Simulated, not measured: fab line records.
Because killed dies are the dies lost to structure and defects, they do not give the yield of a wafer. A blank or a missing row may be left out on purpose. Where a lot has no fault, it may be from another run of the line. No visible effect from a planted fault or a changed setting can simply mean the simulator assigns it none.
Matching of chambers    flow nandHarc    4 sister chambers for NHARC_P_GATE_STRIP_101 on rieDiel-11
The step strips in O2, time 20 s. 14 wafers are shown with their chamber, then 7 later ones without.

EACH WAFER AND ITS CHAMBER
wafer   chamber  drypumpMotorCurrentA (A)  showerheadPlenumPTorr (Torr)  oesProductAu (a.u.)
L074.2  0        6.0                       3.56                          1.008
L074.4  1        5.3                       3.39                          0.983
L074.6  3        5.0                       3.53                          0.999
L076.4  0        6.0                       3.56                          0.999
L076.5  1        5.3                       3.39                          0.992
L076.6  0        6.0                       3.55                          1.013
L079.4  2        6.0                       3.66                          0.997
L079.5  1        5.3                       3.38                          0.996
L079.6  2        6.0                       3.66                          0.986
L080.4  2        6.0                       3.66                          0.996
L080.5  3        5.0                       3.52                          0.999
L080.6  2        6.0                       3.66                          0.991
L082.1  0        6.0                       3.55                          0.998
L082.2  1        5.4                       3.38                          0.989

SIGNATURES (averages over the wafers above)
reading                chamber 0  chamber 1  chamber 2  chamber 3  scatter within a chamber
drypumpMotorCurrentA   6.000      5.325      6.000      5.000      0.0274
showerheadPlenumPTorr  3.5550     3.3850     3.6600     3.5250     0.005
oesProductAu           1.00450    0.99000    0.99250    0.99900    0.00569
Rule: distance of a wafer from a chamber = root of the sum over the readings of ((wafer's reading minus chamber's mean) / reading's scatter) squared. The wafer belongs to the nearest chamber; if the next one is less than 2 further off, it can't be placed. The scatter: the root of (the sum of the squares of (reading less its chamber's mean) over the shown wafers, divided by (wafers less chambers)).

WAFERS WITH NO CHAMBER GIVEN
wafer   drypumpMotorCurrentA (A)  showerheadPlenumPTorr (Torr)  oesProductAu (a.u.)
L082.4  6.0                       3.66                          0.981
L083.1  6.0                       3.54                          1.017
L083.2  5.0                       3.51                          0.997
L083.3  5.4                       3.38                          1.003
L096.2  5.3                       3.37                          0.997
L096.4  5.0                       3.50                          0.994
L096.5  5.3                       3.37                          1.002

WHICH CHAMBER EACH ONE RAN IN
wafer   from the rows above  in truth
L082.4  2                    2
L083.1  0                    0
L083.2  3                    3
L083.3  1                    1
L096.2  1                    1
L096.4  3                    3
L096.5  1                    1
Correct placement for 7 of the 7. Can't be placed from these rows: 0. Wrongly placed: 0.
